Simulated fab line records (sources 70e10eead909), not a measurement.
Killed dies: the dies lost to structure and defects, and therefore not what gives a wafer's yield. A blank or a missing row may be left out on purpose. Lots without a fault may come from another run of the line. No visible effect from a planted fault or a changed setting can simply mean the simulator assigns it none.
Chamber matching :: flow nand-harc :: 4 sister chambers for NHARC_P_M2_STRIP_18 on rie-diel-10
The step strips in N2/H2. 8 wafers are shown with their chamber, then 7 later ones without.

## WAFERS, EACH WITH ITS CHAMBER
wafer: L083.5
chamber: 2
throttle-valve-pct (%): 14.172
oes-product-au (a.u.): 0.996

wafer: L087.2
chamber: 0
throttle-valve-pct (%): 14.144
oes-product-au (a.u.): 1.014

wafer: L087.6
chamber: 1
throttle-valve-pct (%): 14.177
oes-product-au (a.u.): 0.994

wafer: L088.1
chamber: 1
throttle-valve-pct (%): 14.165
oes-product-au (a.u.): 0.992

wafer: L088.3
chamber: 3
throttle-valve-pct (%): 14.172
oes-product-au (a.u.): 1.006

wafer: L088.5
chamber: 0
throttle-valve-pct (%): 14.165
oes-product-au (a.u.): 1.018

wafer: L092.4
chamber: 3
throttle-valve-pct (%): 14.178
oes-product-au (a.u.): 0.987

wafer: L092.5
chamber: 2
throttle-valve-pct (%): 14.168
oes-product-au (a.u.): 0.994

## WAFERS WITHOUT THEIR CHAMBER
wafer: L092.6
throttle-valve-pct (%): 14.177
oes-product-au (a.u.): 0.992

wafer: L093.1
throttle-valve-pct (%): 14.156
oes-product-au (a.u.): 0.987

wafer: L093.4
throttle-valve-pct (%): 14.165
oes-product-au (a.u.): 1.013

wafer: L093.5
throttle-valve-pct (%): 14.164
oes-product-au (a.u.): 1.011

wafer: L097.1
throttle-valve-pct (%): 14.175
oes-product-au (a.u.): 1.020

wafer: L097.3
throttle-valve-pct (%): 14.183
oes-product-au (a.u.): 1.012

wafer: L097.4
throttle-valve-pct (%): 14.177
oes-product-au (a.u.): 0.988

## WHICH CHAMBER EACH ONE RAN IN
wafer: L092.6
from the rows above: can't be placed: 3 or 1 or 2
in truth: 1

wafer: L093.1
from the rows above: can't be placed: 1 or 2 or 3
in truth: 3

wafer: L093.4
from the rows above: can't be placed: 0 or 3 or 2 or 1
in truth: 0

wafer: L093.5
from the rows above: can't be placed: 0 or 2 or 3 or 1
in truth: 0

wafer: L097.1
from the rows above: can't be placed: 0 or 3 or 2 or 1
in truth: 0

wafer: L097.3
from the rows above: can't be placed: 3 or 2 or 1 or 0
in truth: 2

wafer: L097.4
from the rows above: can't be placed: 1 or 3 or 2
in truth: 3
0 of 7 placed correctly. Can't be placed from these rows: 7 (the true chamber is among the candidates in 7). 0 placed wrongly.
How it was worked out, from the rows above alone: a wafer's distance from a chamber is the root of the sum, over the readings, of the square of ((its reading less the chamber's mean) divided by the reading's scatter). If the next closest chamber is less than 2 further off than the closest, the wafer can't be placed; otherwise it belongs to the closest. Each chamber's mean is taken over the wafers shown for it. The scatter is the square root of a quotient: the sum, over the shown wafers, of each reading's squared deviation from its chamber's mean, divided by wafers minus chambers.
